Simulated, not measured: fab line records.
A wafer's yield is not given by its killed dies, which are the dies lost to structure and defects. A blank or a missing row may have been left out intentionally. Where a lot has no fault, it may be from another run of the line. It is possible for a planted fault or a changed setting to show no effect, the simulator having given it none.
fab line records	flow n5-finfet
[record] lots = 5	wafers = 15	last-day = 15
route steps=1938 shown PASSIVATION@1921 END@1938
lots untouched by any fault: they come from a run of this same line in which no faults occurred
start-h: start of the lot's first displayed wafer, in hours after the record's first day	wait-h: how many hours have passed since the lot's step before this one	" as in the row above	L1.1+2: a row that stands for several wafers	- value missing, or start not given	* or withheld: withheld	< > ~ a bound
route shown NAME@n: names a module that has steps shown in the file, with the first one's number in the route	usual: mean and standard deviation over wafers with no fault	same: alike in all rows	chamber/n: place in a boat	sites: the reading at each site	_std_site: the standard deviation of these	_edge_site: outer sites' mean less inner sites'	radius-mm: for every site, how far away it sits from the centre of the wafer	mask NAME#n: copy n	behind: tool/chamber where the wafer was last shaped	hold: why the lot was held/for how many hours/how that ended	device: transistor that didn't switch, given as n, p or np	end of line: tests of these same wafers at the route's end	a step with no rows: only its recipe	killed: dies lost to structure and defects at the first sort, not the wafer's yield	map: a wafer's dies, marking killed ones x, the rest . and places with no die _
set.NAME: the setting that was run; set.NAME@STEP: the one run at that earlier step	model.NAME: the simulator's own value behind a step, which no gauge read
a table for each step, a row for each wafer; lots at some steps of the route
services: a tool's chamber out of use, with start hour (start-h, from the record's first day; less than 0 if before it), hours out, and reason
[[steps]]
[step N5_PASSIVATION_EXPOSE_41]
[recipe] mask-id = PASS_OPEN	na = 0.55	defocus-nm = 0	source-shape = conventional	sigma-outer = 0.8	polarization = unpolarized	target-cd-nm = 40000	dose-mj = 57.25
[usual] reticle-temp-C = 23.03/0.11
lot.wafer	tool	chamber	start-h	wait-h	mask	reticle-temp-C
L074.4	krf-scanner-02	0	268.82	-	PASS_OPEN#0	23.01
L074.5	"	0	"	"	PASS_OPEN#0	23.01
L074.6	"	0	"	"	PASS_OPEN#0	23.15
L078.1	krf-scanner-01	0	289.81	-	PASS_OPEN#0	23.09
L078.3	"	0	"	"	PASS_OPEN#0	23.02
L078.6	"	0	"	"	PASS_OPEN#0	22.95
L085.1	krf-scanner-01	0	326.53	-	PASS_OPEN#0	23.18
L085.3	"	0	"	"	PASS_OPEN#0	23.01
L085.5	"	0	"	"	PASS_OPEN#0	23.09
L086.3	krf-scanner-02	0	356.74	-	PASS_OPEN#0	22.96
L086.5	"	0	"	"	PASS_OPEN#0	23.04
L086.6	"	0	"	"	PASS_OPEN#0	23.09
L090.1	krf-scanner-01	0	358.44	-	PASS_OPEN#0	23.02
L090.5	"	0	"	"	PASS_OPEN#0	23.00
L090.6	"	0	"	"	PASS_OPEN#0	22.85
[step N5_PASSIVATION_PEB_42]
[recipe] peb-temp-c = withheld	peb-time-s = *
[usual] exhaust-pa = 45.0/0.81
[same] peb-time-s = *
lot.wafer	tool	chamber	start-h	wait-h	exhaust-pa
L074.4	litho-track-02	0	268.86	0.0	46.0
L074.5	"	0	"	"	45.6
L074.6	"	0	"	"	46.0
L078.1	litho-track-05	0	289.87	0.1	43.2
L078.3	"	0	"	"	44.1
L078.6	"	0	"	"	43.1
L085.1	litho-track-01	0	326.59	0.1	45.7
L085.3	"	0	"	"	44.4
L085.5	"	0	"	"	45.5
L086.3	litho-track-02	0	356.79	0.0	44.2
L086.5	"	0	"	"	45.8
L086.6	"	0	"	"	44.5
L090.1	litho-track-01	0	358.50	0.1	45.4
L090.5	"	0	"	"	46.0
L090.6	"	0	"	"	44.5
[step N5_PASSIVATION_DEVELOP_43]
[recipe] develop-time-s = 60	rinse-liquid = diw	dry = air-spin	dev-temp-c = 21
[usual] exhaust-pa = 45.0/0.89
lot.wafer	tool	chamber	start-h	wait-h	exhaust-pa
L074.4	litho-track-02	0	-	-	44.7
L074.5	"	0	"	"	44.1
L074.6	"	0	"	"	43.5
L078.1	litho-track-05	0	-	-	44.6
L078.3	"	0	"	"	44.5
L078.6	"	0	"	"	43.9
L085.1	litho-track-01	0	-	-	45.7
L085.3	"	0	"	"	45.7
L085.5	"	0	"	"	45.7
L086.3	litho-track-02	0	-	-	43.0
L086.5	"	0	"	"	43.5
L086.6	"	0	"	"	43.9
L090.1	litho-track-01	0	-	-	44.6
L090.5	"	0	"	"	44.6
L090.6	"	0	"	"	45.1
[step N5_PASSIVATION_HARDBAKE_45]
[recipe] temp-c = 130	time-s = 120
[usual] exhaust-pa = 45.0/0.83
lot.wafer	tool	chamber	start-h	wait-h	exhaust-pa
L074.4	litho-track-02	0	-	-	45.4
L074.5	"	0	"	"	45.0
L074.6	"	0	"	"	45.3
L078.1	litho-track-05	0	-	-	44.3
L078.3	"	0	"	"	44.3
L078.6	"	0	"	"	45.1
L085.1	litho-track-01	0	-	-	43.9
L085.3	"	0	"	"	44.4
L085.5	"	0	"	"	44.5
L086.3	litho-track-02	0	-	-	45.3
L086.5	"	0	"	"	43.8
L086.6	"	0	"	"	45.0
L090.1	litho-track-01	0	-	-	45.6
L090.5	"	0	"	"	45.8
L090.6	"	0	"	"	46.3
[step N5_PASSIVATION_CD_MEAS_44]
[recipe] target-cd-nm = 40000	landing-energy-ev = 500	detector = se-inlens
[usual] cd-nm = 39998/3.7
[same] landing-energy-ev = 500
lot.wafer	tool	chamber	start-h	wait-h	cd-nm
L074.4	cd-sem-03	0	268.98	-	40005
L074.5	"	0	"	"	39998
L074.6	"	0	"	"	39998
L078.1	cd-sem-01	0	289.99	-	40000
L078.3	"	0	"	"	39999
L078.6	"	0	"	"	39993
L085.1	cd-sem-01	0	326.71	-	39997
L085.3	"	0	"	"	39999
L085.5	"	0	"	"	39999
L086.3	cd-sem-03	0	356.91	-	40003
L086.5	"	0	"	"	39997
L086.6	"	0	"	"	40005
L090.1	cd-sem-02	0	358.62	-	39996
L090.5	"	0	"	"	40003
L090.6	"	0	"	"	39998
[step N5_PASSIVATION_OVL_MEAS_66]
[recipe] points-per-wafer = 44
[usual] PASS_OPEN_OVL = -5/6.1
[same] points-per-wafer = 44
lot.wafer	tool	chamber	start-h	wait-h	PASS_OPEN_OVL[nm]
L074.4	overlay-01	0	269.01	0.0	-20
L074.5	"	0	"	"	-15
L074.6	"	0	"	"	-12
L078.1	overlay-01	0	290.02	0.0	-11
L078.3	"	0	"	"	-8
L078.6	"	0	"	"	-2
L085.1	overlay-01	0	326.74	0.0	-4
L085.3	"	0	"	"	-2
L085.5	"	0	"	"	-6
L086.3	overlay-02	0	356.94	0.0	-1
L086.5	"	0	"	"	4
L086.6	"	0	"	"	-3
L090.1	overlay-02	0	358.65	0.0	5
L090.5	"	0	"	"	9
L090.6	"	0	"	"	5
[step N5_PASSIVATION_INSPECT_67]
[recipe] mode = adi	inspect-instrument = macro
[usual] raw-defect-count = 2.2/1.4
lot.wafer	tool	chamber	start-h	wait-h	raw-defect-count
L074.4	defect-inspect-02	-	269.04	0.0	2
L074.5	"	-	"	"	2
L074.6	"	-	"	"	1
L078.1	defect-inspect-01	-	290.04	0.0	2
L078.3	"	-	"	"	1
L078.6	"	-	"	"	2
L085.1	defect-inspect-01	-	326.76	0.0	3
L085.3	"	-	"	"	2
L085.5	"	-	"	"	1
L086.3	defect-inspect-01	-	356.97	0.0	3
L086.5	"	-	"	"	2
L086.6	"	-	"	"	1
L090.1	defect-inspect-01	-	358.68	0.0	2
L090.5	"	-	"	"	2
L090.6	"	-	"	"	2
[step N5_PASSIVATION_DESCUM_46]
[recipe] chemistry = O2	time-s = 7.9	source-power-w = 50	bias-power-w = 20	pressure-mtorr = 20	rf-frequency-hz = 2.712e+07	temp-c = 40	o2-flow-sccm = 225
[usual] chamber-pressure-mTorr = 20.001/0.019	drypump-motor-current-A = 5.4/0.38	oes-product-au = 0.79/0.097	rf-vpp-V = 243.2/1.6	showerhead-plenum-p-Torr = 2.08/0.09	throttle-valve-pct = 20.32/0.16
lot.wafer	tool	chamber	start-h	wait-h	chamber-pressure-mTorr	drypump-motor-current-A	oes-product-au	rf-hours-counter-h	rf-vpp-V	showerhead-plenum-p-Torr	throttle-valve-pct
L074.4	rie-diel-04	2	269.09	0.0	20.018	4.8	0.84	-	242.3	2.04	20.42
L074.5	"	3	"	"	19.980	5.6	0.67	-	241.2	1.96	20.33
L074.6	"	1	"	"	19.974	5.3	0.69	-	244.2	2.14	20.59
L078.1	rie-diel-05	2	290.08	0.0	19.986	5.9	0.68	234	244.1	2.16	20.46
L078.3	"	1	"	"	19.994	5.5	0.71	226	240.8	1.96	20.41
L078.6	"	0	"	"	19.999	4.9	0.77	-	244.4	2.10	20.07
L085.1	rie-diel-02	0	326.80	0.0	19.994	5.6	0.67	253	240.7	1.97	20.48
L085.3	"	1	"	"	20.013	5.0	0.80	88	243.8	2.13	20.32
L085.5	"	0	"	"	20.023	5.7	0.68	-	240.7	1.97	20.50
L086.3	rie-diel-02	3	357.06	0.1	20.001	5.4	0.82	96	243.0	2.10	20.35
L086.5	"	3	"	"	19.985	5.3	0.83	-	245.0	2.10	20.34
L086.6	"	1	"	"	19.986	5.0	0.80	-	244.2	2.12	20.35
L090.1	rie-diel-04	2	358.83	0.2	19.994	4.8	0.80	105	241.7	2.03	20.46
L090.5	"	2	"	"	20.018	4.8	0.80	-	242.6	2.03	20.48
L090.6	"	0	"	"	19.991	5.8	0.99	-	245.9	2.22	20.02
[step N5_PASSIVATION_PASS_ETCH_47]
[recipe] chemistry = CF4/O2	target = SiNx	target-depth-a = 7700	time-s = 385	ion-energy-ev = 100	pressure-mtorr = 40	source-w = 535	bias-w = 49	Ar_flow_sccm = 100	cf4-flow-sccm = 100	O2_flow_sccm = 10
[usual] chamber-pressure-mTorr = 40.00/0.033	drypump-motor-current-A = 5.4/0.39	oes-product-au = 0.79/0.094	rf-vpp-V = 242/3.4	showerhead-plenum-p-Torr = 2.21/0.088	throttle-valve-pct = 15.85/0.19
lot.wafer	tool	chamber	start-h	wait-h	chamber-pressure-mTorr	drypump-motor-current-A	oes-product-au	rf-hours-counter-h	rf-vpp-V	showerhead-plenum-p-Torr	throttle-valve-pct
L074.4	rie-diel-04	2	269.22	0.1	40.02	4.8	0.84	-	243	2.15	15.79
L074.5	"	3	"	"	40.00	5.6	0.68	-	247	2.09	15.97
L074.6	"	1	"	"	40.04	5.3	0.69	-	238	2.26	16.17
L078.1	rie-diel-05	2	290.11	0.0	39.99	5.9	0.68	234	243	2.27	15.94
L078.3	"	1	"	"	39.97	5.5	0.71	226	246	2.10	16.11
L078.6	"	0	"	"	39.97	5.0	0.76	-	240	2.22	15.58
L085.1	rie-diel-02	0	326.83	0.0	40.03	5.7	0.67	253	243	2.08	16.03
L085.3	"	1	"	"	40.05	5.0	0.79	88	237	2.24	15.71
L085.5	"	0	"	"	40.03	5.7	0.67	-	244	2.08	16.01
L086.3	rie-diel-02	3	357.10	0.0	39.97	5.4	0.81	96	240	2.23	15.92
L086.5	"	3	"	"	39.99	5.4	0.81	-	239	2.23	15.91
L086.6	"	1	"	"	39.98	5.0	0.78	-	237	2.23	15.74
L090.1	rie-diel-04	2	358.86	0.0	39.97	4.8	0.80	105	245	2.14	15.87
L090.5	"	2	"	"	40.06	4.8	0.80	-	245	2.13	15.86
L090.6	"	0	"	"	40.07	5.9	0.99	-	242	2.35	15.61
[step N5_PASSIVATION_ETCH_54]
[recipe] chemistry = CHF3/O2	target = SiO2	target-depth-a = 8800	CHF3_flow_sccm = 50	O2_flow_sccm = 5	Ar_flow_sccm = 200	time-s = 440	mask-material = PR	pressure-mtorr = 30	source-w = 650	bias-w = 170	ion-energy-ev = 200
[usual] chamber-pressure-mTorr = 30.001/0.027	drypump-motor-current-A = 5.4/0.39	oes-product-au = 0.79/0.094	rf-vpp-V = 525/6.8	showerhead-plenum-p-Torr = 2.41/0.099	throttle-valve-pct = 18.75/0.2
lot.wafer	tool	chamber	start-h	wait-h	chamber-pressure-mTorr	drypump-motor-current-A	oes-product-au	rf-hours-counter-h	rf-vpp-V	showerhead-plenum-p-Torr	throttle-valve-pct
L074.4	rie-diel-04	2	269.48	0.1	29.985	4.8	0.85	-	530	2.34	18.73
L074.5	"	3	"	"	29.999	5.7	0.69	-	536	2.28	18.80
L074.6	"	1	"	"	29.990	5.3	0.69	-	519	2.48	19.10
L078.1	rie-diel-05	2	290.34	0.1	29.978	5.9	0.69	235	526	2.47	18.76
L078.3	"	1	"	"	30.001	5.5	0.71	227	531	2.30	19.02
L078.6	"	0	"	"	29.998	4.9	0.77	-	520	2.41	18.38
L085.1	rie-diel-02	0	327.06	0.1	30.031	5.6	0.68	254	528	2.28	18.94
L085.3	"	1	"	"	30.022	5.0	0.80	88	516	2.44	18.63
L085.5	"	0	"	"	30.035	5.6	0.68	-	528	2.28	18.94
L086.3	rie-diel-02	3	357.33	0.1	30.032	5.4	0.81	97	521	2.42	18.73
L086.5	"	3	"	"	30.008	5.4	0.82	-	521	2.42	18.73
L086.6	"	1	"	"	29.956	4.9	0.78	-	515	2.44	18.66
L090.1	rie-diel-04	2	359.09	0.1	29.972	4.8	0.80	106	530	2.33	18.77
L090.5	"	2	"	"	29.955	4.8	0.80	-	531	2.33	18.79
L090.6	"	0	"	"	29.958	5.9	0.98	-	524	2.56	18.54
[step N5_PASSIVATION_STRIP_48]
[recipe] chemistry = O2	power-w = 600	temp-c = 60	pressure-mtorr = 30	rf-frequency-hz = 6e+07	bias-power-w = 0	overash-fraction = 0.5	o2-flow-sccm = 225
[usual] chamber-pressure-mTorr = 29.99/0.12	drypump-motor-current-A = 5.4/0.39	oes-product-au = 0.79/0.096	rf-vpp-V = 3.8/2.5	showerhead-plenum-p-Torr = 2.09/0.09	throttle-valve-pct = 16.59/0.17
lot.wafer	tool	chamber	start-h	wait-h	chamber-pressure-mTorr	drypump-motor-current-A	oes-product-au	rf-hours-counter-h	rf-vpp-V	showerhead-plenum-p-Torr	throttle-valve-pct
L074.4	rie-diel-04	2	269.64	0.0	29.90	4.8	0.85	-	1.8	2.05	16.68
L074.5	"	3	"	"	29.93	5.6	0.69	-	6.8	1.96	16.62
L074.6	"	1	"	"	29.93	5.3	0.68	-	4.0	2.14	16.86
L078.1	rie-diel-05	2	290.63	0.1	30.20	5.9	0.68	235	0.7	2.17	16.71
L078.3	"	1	"	"	29.86	5.4	0.72	227	9.0	1.96	16.65
L078.6	"	0	"	"	29.94	5.0	0.74	-	3.7	2.11	16.40
L085.1	rie-diel-02	0	327.35	0.1	29.92	5.6	0.67	254	5.2	1.97	16.79
L085.3	"	1	"	"	30.00	5.0	0.81	88	3.5	2.13	16.54
L085.5	"	0	"	"	30.04	5.7	0.65	-	4.0	1.97	16.81
L086.3	rie-diel-02	3	357.61	0.1	29.82	5.3	0.84	97	3.9	2.11	16.59
L086.5	"	3	"	"	29.95	5.4	0.84	-	5.8	2.11	16.69
L086.6	"	1	"	"	30.01	5.0	0.79	-	5.7	2.13	16.60
L090.1	rie-diel-04	2	359.38	0.1	30.21	4.8	0.80	106	3.0	2.03	16.65
L090.5	"	2	"	"	29.99	4.8	0.79	-	5.0	2.03	16.56
L090.6	"	0	"	"	30.14	5.9	1.02	-	3.0	2.22	16.29
[step N5_PASSIVATION_STRIP_52]
[recipe] chemistry = post-etch-residue-remover	time-s = 1200	temp-c = 72.5
lot.wafer	tool	chamber	start-h	wait-h
L074.4+5+6	wet-bench-01	6,5,0	269.69	-
L078.1+3+6	wet-bench-01	5,3,6	290.72	-
L085.1+3+5	wet-bench-01	3,0,5	327.42	-
L086.3+5+6	wet-bench-06	0,7,2	357.68	-
L090.1+5+6	wet-bench-05	1,6,4	359.45	-
[step N5_PASSIVATION_CLEAN_71]
[recipe] chemistry = IPA	time-s = 180	temp-c = 25
lot.wafer	tool	chamber	start-h	wait-h
L074.4+5+6	wet-bench-01	6,5,0	270.02	0.0
L078.1+3+6	wet-bench-01	5,3,6	291.06	0.0
L085.1+3+5	wet-bench-01	3,0,5	327.75	0.0
L086.3+5+6	wet-bench-06	0,7,2	358.02	0.0
L090.1+5+6	wet-bench-05	1,6,4	359.78	0.0
[step N5_PASSIVATION_SRD_72]
[recipe] dry = ipa-marangoni	time-s = 30	temp-c = 23	rinse-liquid = diw
lot.wafer	tool	chamber	start-h	wait-h
L074.4+5+6	wet-bench-01	6,5,0	270.07	0.0
L078.1+3+6	wet-bench-01	5,3,6	291.11	0.0
L085.1+3+5	wet-bench-01	3,0,5	327.80	0.0
L086.3+5+6	wet-bench-06	0,7,2	358.07	0.0
L090.1+5+6	wet-bench-05	1,6,4	359.83	0.0
[step N5_PASSIVATION_ANNEAL_56]
[recipe] temp-c = 400	time-s = 1800	ambient = FGA	idle-temp-c = 300	ramp-up-c-per-min = 5	ramp-down-c-per-min = 3
lot.wafer	tool	chamber	start-h	wait-h
L074.4+5+6	furnace-01	0	270.12	0.0
L078.1+3+6	furnace-02	0	291.15	0.0
L085.1+3+5	furnace-02	0	327.84	0.0
L086.3+5+6	furnace-03	0	358.11	0.0
L090.1+5+6	furnace-02	0	360.08	0.2
[step N5_PASSIVATION_PROBE_49]
[usual] defect-limited-yield = 91.7/1.5	killed_at_M0_to_M3 = 32/9.6	killed_at_M4_up = 13/5.3	killed-at-contacts = 12/6.8	killed-at-front-end = 36/9.8	killed-at-other = 4/3.1	killed-dies = 98/17	killed-open = 65/13	killed-short = 32/8.5	sort_bin_5_function = 4.9/0.93	sort_bin_6_memory = 3.2/0.67	sort-n-pass = 1082/17	sort-yield-pct = 91.7/1.4
[same] gross-dies = 1180	killed-at-back-side = 0	sort_bin_4_leakage[%] = 0	sort_bin_8_speed[%] = 0
lot.wafer	tool	chamber	start-h	wait-h	defect-limited-yield[%]	killed_at_M0_to_M3	killed_at_M4_up	killed-at-contacts	killed-at-front-end	killed-at-other	killed-dies	killed-open	killed-short	sort_bin_5_function[%]	sort_bin_6_memory[%]	sort-n-pass	sort-yield-pct[%]
L086.3	prober-02	-	361.40	1.3	92.0	35	13	14	23	9	94	63	30	4.9	2.8	1086	92.0
L086.5	prober-02	-	361.50	1.4	92.9	22	7	10	43	2	84	59	24	4.2	2.5	1096	92.9
L086.6	prober-02	-	361.55	1.5	95.3	14	4	11	25	1	55	37	18	3.1	1.4	1125	95.3
// killed by level:class
L086.3 MOL_CONTACT_COAG:geometric-particle:open=12 BEOL_M2:geometric-particle:open=11 BEOL_M1:geometric-particle:open=6 BEOL_M4:geometric-particle:open=5 STI_FIN_REVEAL:geometric-particle:open=4 BEOL_M0_SAQP:geometric-particle:open=4 BEOL_M2:geometric-particle:short=4 BEOL_M3:geometric-particle:open=4
L086.5 STI_FIN_REVEAL:geometric-particle:open=17 BEOL_M1:geometric-particle:open=7 MOL_CONTACT_COAG:geometric-particle:open=6 BEOL_M2:geometric-particle:open=6 FIN_SAQP:geometric-particle:short=4 MOL_CONTACT_COAG:geometric-particle:short=4 STARTING-WAFER:geometric-particle:open=4 ILD0:geometric-particle:open=3
L086.6 STI_FIN_REVEAL:geometric-particle:open=8 MOL_CONTACT_COAG:geometric-particle:open=6 FIN_SAQP:geometric-particle:short=5 FIN_SAQP:geometric-particle:open=5 MOL_CONTACT_COAG:geometric-particle:short=5 BEOL_M0:geometric-particle:open=4 BEOL_M2:geometric-particle:open=3 DUMMY_GATE:geometric-particle:open=2
[step N5_PASSIVATION_INSPECT_57]
[recipe] inspect-instrument = macro	mode = outgoing
[usual] raw-defect-count = 1.9/1.5
lot.wafer	tool	chamber	start-h	wait-h	raw-defect-count
L074.4	defect-inspect-02	-	272.47	0.0	1
L074.5	"	-	"	"	2
L074.6	"	-	"	"	1
L078.1	defect-inspect-01	-	293.50	0.0	0
L078.3	"	-	"	"	0
L078.6	"	-	"	"	0
L085.1	defect-inspect-02	-	330.21	0.0	6
L085.3	"	-	"	"	3
L085.5	"	-	"	"	0
L086.3	defect-inspect-01	-	361.65	0.0	3
L086.5	"	-	"	"	5
L086.6	"	-	"	"	2
L090.1	defect-inspect-01	-	362.43	0.0	0
L090.5	"	-	"	"	3
L090.6	"	-	"	"	0
[[services]]
tool	chamber	start-h	hours	kind
krf-scanner-01	-	245.40	1.0	pm
krf-scanner-01	-	248.59	0.8	pm
rie-diel-05	1	253.43	2.5	repair
wet-bench-06	-	256.14	4.4	pm
krf-scanner-01	-	261.91	1.4	repair
rie-diel-02	-	273.16	0.6	repair
rie-diel-05	-	278.82	0.5	repair
wet-bench-06	-	282.13	0.8	repair
rie-diel-05	2	282.21	3.3	repair
wet-bench-06	-	284.40	2.3	repair
krf-scanner-02	-	284.84	0.9	repair
wet-bench-01	-	285.59	1.9	pm
rie-diel-04	1	289.29	-	clean
rie-diel-02	3	310.74	16.3	repair
krf-scanner-01	-	318.72	4.4	pm
rie-diel-04	0	330.12	3.0	repair
krf-scanner-02	-	330.99	1.6	repair
krf-scanner-01	-	333.66	1.3	pm
rie-diel-05	2	333.81	16.7	repair
krf-scanner-02	-	336.99	0.2	repair
krf-scanner-02	-	340.35	0.8	pm
rie-diel-04	3	346.95	4.0	repair
krf-scanner-02	-	348.73	1.0	pm
krf-scanner-02	-	357.62	1.3	pm
[[key]]
fault none
